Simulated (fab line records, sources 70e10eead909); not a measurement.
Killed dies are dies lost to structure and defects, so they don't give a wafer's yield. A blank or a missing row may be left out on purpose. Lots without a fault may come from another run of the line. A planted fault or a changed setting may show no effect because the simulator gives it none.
Which tool did it? | flow nand_harc | 24 lots, 72 wafers sampled, at 6 steps of a route of 1302

WHAT THE GAUGES READ, wafer by wafer
The record holds no reading of a measuring or inspecting step that can be judged against a usual standard deviation.

WHICH TOOL RAN EACH LOT (tool, then ch and the chambers of the sampled wafers, then the start)
lot  | NHARC_P_BONDPAD_PVD_27                  | NHARC_A_CHANNEL_HOLE_D1_DEP_01  | NHARC_A_CHANNEL_HOLE_D1_ETCH_20  | NHARC_A_CHANNEL_HOLE_D1_ETCH_25  | NHARC_A_CHANNEL_HOLE_D1_ETCH_26  | NHARC_A_CHANNEL_HOLE_D1_STRIP_27
L075 | pvd_sputter-01, day 8 12:29 or earlier  | pecvd-03 ch 1,2, day 8 12:29    | har_etch-01 ch 0,1, day 8 14:41  | har_etch-01 ch 0,1, day 8 17:34  | har_etch-01 ch 0,1, day 8 18:20  | rie_diel-06 ch 0,1,2, no start
L074 | pvd_sputter-03, day 8 12:31 or earlier  | pecvd-02 ch 1,2, day 8 12:31    | har_etch-02 ch 0,1, day 8 14:54  | har_etch-02 ch 0,1, day 8 17:54  | har_etch-02 ch 0,1, day 8 18:33  | rie_diel-06 ch 0,2,3, no start
L076 | pvd_sputter-03, day 9 13:23 or earlier  | pecvd-01 ch 0,1,2, day 9 13:23  | har_etch-01 ch 0,1, day 9 15:35  | har_etch-01 ch 0,1, day 9 18:21  | har_etch-01 ch 0,1, day 9 19:13  | rie_diel-06 ch 2,3, no start
L077 | pvd_sputter-02, day 10 00:10 or earlier | pecvd-01 ch 0,1,2, day 10 00:10 | har_etch-01 ch 0,1, day 10 02:30 | har_etch-01 ch 0,1, day 10 05:34 | har_etch-01 ch 0,1, day 10 06:06 | rie_diel-13 ch 1,2, no start
L078 | pvd_sputter-02, day 10 00:17 or earlier | pecvd-02 ch 1,2, day 10 00:17   | har_etch-02 ch 0,1, day 10 04:35 | har_etch-02 ch 0,1, day 10 07:27 | har_etch-02 ch 0,1, day 10 08:13 | rie_diel-13 ch 0,1,3, no start
L079 | pvd_sputter-01, day 10 07:14 or earlier | pecvd-02 ch 0,1,2, day 10 07:14 | har_etch-01 ch 0,1, day 10 10:20 | har_etch-01 ch 0,1, day 10 13:08 | har_etch-01 ch 0,1, day 10 14:01 | rie_diel-13 ch 0,2,3, no start
L080 | pvd_sputter-02, day 11 09:26 or earlier | pecvd-02 ch 0,1,2, day 11 09:26 | har_etch-01 ch 0, day 11 13:57   | har_etch-01 ch 0, day 11 16:50   | har_etch-01 ch 0, day 11 17:35   | rie_diel-06 ch 0,2,3, no start
L081 | pvd_sputter-01, day 11 07:34 or earlier | pecvd-03 ch 0,1,2, day 11 07:34 | har_etch-01 ch 1, day 11 09:46   | har_etch-01 ch 1, day 11 12:40   | har_etch-01 ch 1, day 11 13:26   | rie_diel-06 ch 0,2,3, no start
L082 | pvd_sputter-03, day 11 18:52 or earlier | pecvd-01 ch 0,1,2, day 11 18:52 | har_etch-02 ch 0,1, day 11 23:11 | har_etch-02 ch 0,1, day 12 02:03 | har_etch-02 ch 0,1, day 12 02:50 | rie_diel-06 ch 0,1,3, no start
L083 | pvd_sputter-03, day 12 00:43 or earlier | pecvd-03 ch 0,1,2, day 12 00:43 | har_etch-01 ch 0,1, day 12 02:54 | har_etch-01 ch 0,1, day 12 05:41 | har_etch-01 ch 0,1, day 12 06:35 | rie_diel-06 ch 1,2, no start
L084 | pvd_sputter-03, day 12 19:16 or earlier | pecvd-01 ch 0,1, day 12 19:16   | har_etch-02 ch 0, day 12 22:08   | har_etch-02 ch 0, day 13 03:42   | har_etch-02 ch 0, day 13 05:27   | rie_diel-06 ch 0,2,3, no start
L085 | pvd_sputter-02, day 12 19:13 or earlier | pecvd-02 ch 0,1, day 12 19:13   | har_etch-01 ch 0,1, day 12 21:34 | har_etch-01 ch 0,1, day 13 00:22 | har_etch-01 ch 0,1, day 13 01:16 | rie_diel-06 ch 0,1,2, no start
L086 | pvd_sputter-01, day 13 18:06 or earlier | pecvd-01 ch 1,2, day 13 18:06   | har_etch-02 ch 0,1, day 13 20:14 | har_etch-02 ch 0,1, day 13 23:01 | har_etch-02 ch 0,1, day 13 23:54 | rie_diel-13 ch 1,2,3, no start
L087 | pvd_sputter-01, day 14 04:04 or earlier | pecvd-02 ch 0,2, day 14 04:04   | har_etch-01 ch 0,1, day 14 06:19 | har_etch-01 ch 0,1, day 14 09:13 | har_etch-01 ch 0,1, day 14 09:58 | rie_diel-06 ch 0,1,2, no start
L089 | pvd_sputter-01, day 14 13:16 or earlier | pecvd-01 ch 0,1, day 14 13:16   | har_etch-02 ch 0,1, day 14 18:06 | har_etch-02 ch 0,1, day 14 23:37 | har_etch-02 ch 0,1, day 15 00:17 | rie_diel-06 ch 1,3, no start
L088 | pvd_sputter-03, day 14 12:42 or earlier | pecvd-03 ch 0,1, day 14 12:42   | har_etch-01 ch 0,1, day 14 14:58 | har_etch-01 ch 0,1, day 14 17:46 | har_etch-01 ch 0,1, day 14 18:39 | rie_diel-06 ch 1,2,3, no start
L090 | pvd_sputter-03, day 15 02:17 or earlier | pecvd-02 ch 0,2, day 15 02:17   | har_etch-01 ch 0,1, day 15 05:08 | har_etch-01 ch 0,1, day 15 08:01 | har_etch-01 ch 0,1, day 15 08:47 | rie_diel-06 ch 1,2,3, no start
L091 | pvd_sputter-02, day 15 02:23 or earlier | pecvd-03 ch 0,1,2, day 15 02:23 | har_etch-02 ch 0,1, day 15 09:08 | har_etch-02 ch 0,1, day 15 12:05 | har_etch-02 ch 0,1, day 15 12:44 | rie_diel-06 ch 0,3, no start
L092 | pvd_sputter-02, day 15 22:40 or earlier | pecvd-01 ch 1,2, day 15 22:40   | har_etch-02 ch 0,1, day 16 00:47 | har_etch-02 ch 0,1, day 16 03:40 | har_etch-02 ch 0,1, day 16 04:26 | rie_diel-03 ch 0,2,3, no start
L093 | pvd_sputter-02, day 16 17:28 or earlier | pecvd-01 ch 0,1,2, day 16 17:28 | har_etch-01 ch 0,1, day 16 19:41 | har_etch-01 ch 0,1, day 16 22:39 | har_etch-01 ch 0,1, day 16 23:18 | rie_diel-06 ch 0,1, no start
L094 | pvd_sputter-03, day 16 18:28 or earlier | pecvd-01 ch 0,1, day 16 18:28   | har_etch-01 ch 0,1, day 16 23:43 | har_etch-01 ch 0,1, day 17 02:31 | har_etch-01 ch 0,1, day 17 03:23 | rie_diel-06 ch 1,2,3, no start
L095 | pvd_sputter-03, day 17 05:06 or earlier | pecvd-02 ch 0,1,2, day 17 05:06 | har_etch-02 ch 1, day 17 10:07   | har_etch-02 ch 1, day 17 12:54   | har_etch-02 ch 1, day 17 13:47   | rie_diel-06 ch 0,2,3, no start
L096 | pvd_sputter-03, day 17 18:30 or earlier | pecvd-03 ch 0,1,2, day 17 18:30 | har_etch-01 ch 0,1, day 17 20:41 | har_etch-01 ch 0,1, day 17 23:46 | har_etch-01 ch 0,1, day 18 00:17 | rie_diel-06 ch 0,1,2, no start
L097 | pvd_sputter-03, day 17 20:23 or earlier | pecvd-01 ch 1,2, day 17 20:23   | har_etch-02 ch 0,1, day 17 22:27 | har_etch-02 ch 0,1, day 18 01:20 | har_etch-02 ch 0,1, day 18 02:05 | rie_diel-13 ch 2,3, no start
- NHARC_P_BONDPAD_PVD_27: deposits Cu, target thk 30 nm, time 20.49 s.
- NHARC_A_CHANNEL_HOLE_D1_DEP_01: deposits SiON, target thk 140 nm.
- NHARC_A_CHANNEL_HOLE_D1_ETCH_20: etches the open film in C4F8/O2/Ar, time 361.9 s, target depth 1600 nm.
- NHARC_A_CHANNEL_HOLE_D1_ETCH_25: etches the open film in C4F8/O2/Ar, time 1040.2 s, target depth 1500 nm.
- NHARC_A_CHANNEL_HOLE_D1_ETCH_26: etches the open film in C4F8/O2/Ar, time 224.1 s, target depth 300 nm.
- NHARC_A_CHANNEL_HOLE_D1_STRIP_27: strips in O2.

WHAT THE TOOLS THEMSELVES READ (means of the sampled wafers that have a number; where no wafer has one, the mark that the record gives instead)
NHARC_P_BONDPAD_PVD_27. Usual: substrate_temp_c 30.00 C, standard deviation 0.11; throttle_valve_pct 30.1 %, standard deviation 0.68.
lot  | tool           | substrate_temp_c (C) | throttle_valve_pct (%) | flag
L075 | pvd_sputter-01 | 30.02                | 30.1                   |
L074 | pvd_sputter-03 | 30.02                | 30.3                   |
L076 | pvd_sputter-03 | 30.13                | 29.9                   |
L077 | pvd_sputter-02 | 29.92                | 28.9                   |
L078 | pvd_sputter-02 | 30.20                | 29.1                   |
L079 | pvd_sputter-01 | 30.05                | 29.6                   |
L080 | pvd_sputter-02 | 30.09                | 28.7                   |
L081 | pvd_sputter-01 | 30.04                | 30.2                   |
L082 | pvd_sputter-03 | 29.99                | 30.5                   |
L083 | pvd_sputter-03 | 29.96                | 30.6                   |
L084 | pvd_sputter-03 | 30.09                | 30.7                   |
L085 | pvd_sputter-02 | 29.93                | 29.1                   |
L086 | pvd_sputter-01 | 29.84                | 30.2                   |
L087 | pvd_sputter-01 | 30.04                | 30.2                   |
L089 | pvd_sputter-01 | 30.05                | 30.6                   |
L088 | pvd_sputter-03 | 30.01                | 30.6                   |
L090 | pvd_sputter-03 | 30.04                | 30.6                   |
L091 | pvd_sputter-02 | 30.09                | 29.9                   |
L092 | pvd_sputter-02 | 29.96                | 30.0                   |
L093 | pvd_sputter-02 | 29.92                | 29.7                   |
L094 | pvd_sputter-03 | 29.97                | 30.6                   |
L095 | pvd_sputter-03 | 30.06                | 30.6                   |
L096 | pvd_sputter-03 | 29.99                | 30.3                   |
L097 | pvd_sputter-03 | 30.00                | 30.1                   |

NHARC_A_CHANNEL_HOLE_D1_DEP_01. Usual: heater_power_w 756 W, standard deviation 79.
lot  | tool     | heater_power_w (W) | flag
L075 | pecvd-03 | 850                |
L074 | pecvd-02 | 733                |
L076 | pecvd-01 | 800                |
L077 | pecvd-01 | 775                |
L078 | pecvd-02 | 777                |
L079 | pecvd-02 | 693                |
L080 | pecvd-02 | 690                |
L081 | pecvd-03 | 774                |
L082 | pecvd-01 | 742                |
L083 | pecvd-03 | 779                |
L084 | pecvd-01 | 848                |
L085 | pecvd-02 | 767                |
L086 | pecvd-01 | 833                |
L087 | pecvd-02 | 697                |
L089 | pecvd-01 | 783                |
L088 | pecvd-03 | 777                |
L090 | pecvd-02 | 678                |
L091 | pecvd-03 | 795                |
L092 | pecvd-01 | 813                |
L093 | pecvd-01 | 760                |
L094 | pecvd-01 | 773                |
L095 | pecvd-02 | 714                |
L096 | pecvd-03 | 808                |
L097 | pecvd-01 | 789                |

NHARC_A_CHANNEL_HOLE_D1_ETCH_20. Usual: drypump_motor_current_A 5.8 A, standard deviation 0.57; showerhead_plenum_p_Torr 3.66 Torr, standard deviation 0.14; throttle_valve_pct 32.155 %, standard deviation 0.0098.
lot  | tool        | drypump_motor_current_A (A) | showerhead_plenum_p_Torr (Torr) | throttle_valve_pct (%) | flag
L075 | har_etch-01 | 5.3                         | 3.64                            | 32.145                 |
L074 | har_etch-02 | 6.6                         | 3.50                            | 32.156                 |
L076 | har_etch-01 | 5.3                         | 3.68                            | 32.146                 |
L077 | har_etch-01 | 5.3                         | 3.67                            | 32.159                 |
L078 | har_etch-02 | 6.5                         | 3.49                            | 32.153                 |
L079 | har_etch-01 | 5.4                         | 3.67                            | 32.158                 |
L080 | har_etch-01 | 5.4                         | 3.57                            | 32.158                 |
L081 | har_etch-01 | 5.3                         | 3.71                            | 32.156                 |
L082 | har_etch-02 | 6.5                         | 3.47                            | 32.160                 |
L083 | har_etch-01 | 5.3                         | 3.66                            | 32.167                 |
L084 | har_etch-02 | 5.9                         | 3.63                            | 32.152                 |
L085 | har_etch-01 | 5.3                         | 3.65                            | 32.156                 |
L086 | har_etch-02 | 6.2                         | 3.73                            | 32.154                 |
L087 | har_etch-01 | 5.3                         | 3.64                            | 32.155                 |
L089 | har_etch-02 | 6.2                         | 3.72                            | 32.160                 |
L088 | har_etch-01 | 5.3                         | 3.64                            | 32.149                 |
L090 | har_etch-01 | 5.3                         | 3.63                            | 32.152                 |
L091 | har_etch-02 | 6.2                         | 3.72                            | 32.162                 |
L092 | har_etch-02 | 6.6                         | 3.81                            | 32.160                 |
L093 | har_etch-01 | 5.3                         | 3.62                            | 32.156                 |
L094 | har_etch-01 | 5.4                         | 3.58                            | 32.161                 |
L095 | har_etch-02 | 6.8                         | 3.91                            | 32.157                 |
L096 | har_etch-01 | 5.3                         | 3.57                            | 32.155                 |
L097 | har_etch-02 | 6.5                         | 3.91                            | 32.153                 |

NHARC_A_CHANNEL_HOLE_D1_ETCH_25. Usual: drypump_motor_current_A 5.8 A, standard deviation 0.57; showerhead_plenum_p_Torr 3.66 Torr, standard deviation 0.14; throttle_valve_pct 32.235 %, standard deviation 0.0098.
lot  | tool        | drypump_motor_current_A (A) | showerhead_plenum_p_Torr (Torr) | throttle_valve_pct (%) | flag
L075 | har_etch-01 | 5.3                         | 3.64                            | 32.233                 |
L074 | har_etch-02 | 6.5                         | 3.49                            | 32.241                 |
L076 | har_etch-01 | 5.3                         | 3.67                            | 32.226                 |
L077 | har_etch-01 | 5.3                         | 3.67                            | 32.235                 |
L078 | har_etch-02 | 6.5                         | 3.48                            | 32.232                 |
L079 | har_etch-01 | 5.3                         | 3.66                            | 32.221                 |
L080 | har_etch-01 | 5.3                         | 3.57                            | 32.239                 |
L081 | har_etch-01 | 5.3                         | 3.70                            | 32.242                 |
L082 | har_etch-02 | 6.5                         | 3.47                            | 32.241                 |
L083 | har_etch-01 | 5.3                         | 3.65                            | 32.233                 |
L084 | har_etch-02 | 5.9                         | 3.63                            | 32.225                 |
L085 | har_etch-01 | 5.4                         | 3.65                            | 32.229                 |
L086 | har_etch-02 | 6.2                         | 3.72                            | 32.233                 |
L087 | har_etch-01 | 5.3                         | 3.64                            | 32.234                 |
L089 | har_etch-02 | 6.2                         | 3.72                            | 32.230                 |
L088 | har_etch-01 | 5.3                         | 3.63                            | 32.236                 |
L090 | har_etch-01 | 5.3                         | 3.63                            | 32.231                 |
L091 | har_etch-02 | 6.2                         | 3.71                            | 32.244                 |
L092 | har_etch-02 | 6.5                         | 3.81                            | 32.235                 |
L093 | har_etch-01 | 5.4                         | 3.62                            | 32.236                 |
L094 | har_etch-01 | 5.4                         | 3.57                            | 32.239                 |
L095 | har_etch-02 | 6.8                         | 3.90                            | 32.228                 |
L096 | har_etch-01 | 5.4                         | 3.56                            | 32.236                 |
L097 | har_etch-02 | 6.5                         | 3.91                            | 32.238                 |

NHARC_A_CHANNEL_HOLE_D1_ETCH_26. Usual: drypump_motor_current_A 5.8 A, standard deviation 0.57; showerhead_plenum_p_Torr 3.71 Torr, standard deviation 0.15; throttle_valve_pct 24.585 %, standard deviation 0.0088.
lot  | tool        | drypump_motor_current_A (A) | showerhead_plenum_p_Torr (Torr) | throttle_valve_pct (%) | flag
L075 | har_etch-01 | 5.4                         | 3.68                            | 24.581                 |
L074 | har_etch-02 | 6.5                         | 3.54                            | 24.580                 |
L076 | har_etch-01 | 5.3                         | 3.72                            | 24.589                 |
L077 | har_etch-01 | 5.3                         | 3.72                            | 24.589                 |
L078 | har_etch-02 | 6.5                         | 3.53                            | 24.584                 |
L079 | har_etch-01 | 5.3                         | 3.71                            | 24.576                 |
L080 | har_etch-01 | 5.4                         | 3.61                            | 24.573                 |
L081 | har_etch-01 | 5.3                         | 3.76                            | 24.592                 |
L082 | har_etch-02 | 6.5                         | 3.51                            | 24.578                 |
L083 | har_etch-01 | 5.3                         | 3.70                            | 24.587                 |
L084 | har_etch-02 | 5.9                         | 3.67                            | 24.584                 |
L085 | har_etch-01 | 5.3                         | 3.69                            | 24.587                 |
L086 | har_etch-02 | 6.2                         | 3.78                            | 24.583                 |
L087 | har_etch-01 | 5.4                         | 3.68                            | 24.590                 |
L089 | har_etch-02 | 6.2                         | 3.77                            | 24.583                 |
L088 | har_etch-01 | 5.4                         | 3.68                            | 24.586                 |
L090 | har_etch-01 | 5.3                         | 3.67                            | 24.585                 |
L091 | har_etch-02 | 6.2                         | 3.76                            | 24.595                 |
L092 | har_etch-02 | 6.5                         | 3.86                            | 24.588                 |
L093 | har_etch-01 | 5.3                         | 3.66                            | 24.585                 |
L094 | har_etch-01 | 5.4                         | 3.62                            | 24.590                 |
L095 | har_etch-02 | 6.9                         | 3.96                            | 24.586                 |
L096 | har_etch-01 | 5.3                         | 3.61                            | 24.586                 |
L097 | har_etch-02 | 6.5                         | 3.97                            | 24.586                 |

NHARC_A_CHANNEL_HOLE_D1_STRIP_27. Usual: drypump_motor_current_A 5.7 A, standard deviation 0.4; oes_product_au 1.004 a.u., standard deviation 0.0096; rf_vpp_V 57.7 V, standard deviation 1; showerhead_plenum_p_Torr 3.50 Torr, standard deviation 0.17; throttle_valve_pct 17.036 %, standard deviation 0.01.
lot  | tool        | drypump_motor_current_A (A) | oes_product_au (a.u.) | rf_vpp_V (V) | showerhead_plenum_p_Torr (Torr) | throttle_valve_pct (%) | flag
L075 | rie_diel-06 | 5.9                         | 1.001                 | 58.2         | 3.44                            | 17.040                 |
L074 | rie_diel-06 | 5.8                         | 0.998                 | 58.5         | 3.53                            | 17.041                 |
L076 | rie_diel-06 | 5.6                         | 1.013                 | 59.0         | 3.67                            | 17.036                 |
L077 | rie_diel-13 | 5.6                         | 0.996                 | 57.6         | 3.53                            | 17.037                 |
L078 | rie_diel-13 | 5.6                         | 1.006                 | 57.7         | 3.54                            | 17.035                 |
L079 | rie_diel-13 | 5.4                         | 0.997                 | 58.1         | 3.60                            | 17.041                 |
L080 | rie_diel-06 | 5.8                         | 1.005                 | 58.2         | 3.53                            | 17.037                 |
L081 | rie_diel-06 | 5.8                         | 1.005                 | 58.4         | 3.53                            | 17.040                 |
L082 | rie_diel-06 | 5.8                         | 1.003                 | 56.8         | 3.38                            | 17.033                 |
L083 | rie_diel-06 | 5.7                         | 1.005                 | 57.2         | 3.58                            | 17.046                 |
L084 | rie_diel-06 | 5.8                         | 0.993                 | 57.6         | 3.53                            | 17.026                 |
L085 | rie_diel-06 | 5.9                         | 1.000                 | 56.9         | 3.44                            | 17.031                 |
L086 | rie_diel-13 | 5.5                         | 1.003                 | 57.1         | 3.55                            | 17.034                 |
L087 | rie_diel-06 | 5.9                         | 1.005                 | 57.9         | 3.44                            | 17.034                 |
L089 | rie_diel-06 | 5.5                         | 1.012                 | 57.1         | 3.37                            | 17.047                 |
L088 | rie_diel-06 | 5.6                         | 1.002                 | 57.2         | 3.52                            | 17.042                 |
L090 | rie_diel-06 | 5.6                         | 1.012                 | 57.7         | 3.52                            | 17.035                 |
L091 | rie_diel-06 | 5.6                         | 1.000                 | 57.9         | 3.46                            | 17.038                 |
L092 | rie_diel-03 | 5.9                         | 0.996                 | 57.7         | 3.46                            | 17.028                 |
L093 | rie_diel-06 | 6.1                         | 0.999                 | 57.1         | 3.29                            | 17.034                 |
L094 | rie_diel-06 | 5.6                         | 1.001                 | 57.1         | 3.52                            | 17.043                 |
L095 | rie_diel-06 | 5.8                         | 1.006                 | 57.9         | 3.52                            | 17.033                 |
L096 | rie_diel-06 | 5.9                         | 1.002                 | 58.0         | 3.43                            | 17.033                 |
L097 | rie_diel-13 | 5.4                         | 1.001                 | 57.3         | 3.57                            | 17.031                 |

THE ANSWER, worked out from the rows above alone
Rule: a lot is off if the mean of its wafers that have a number lies more than 3 standard deviations from the usual mean. A lot without any number at a reading at which 4 lots or more have one is off too. The other lots that the step has rows for count as sound. The gauges are gone through in route order, then the tools' own readings, and for those a lot's mean is taken as printed above. The first step at which some lot is off is used, and at that step the reading that is off furthest; a lot without a number counts as furthest.
No lot is off at any reading shown: from this, nothing can be told.

WHAT THE SIMULATOR HAD PUT IN
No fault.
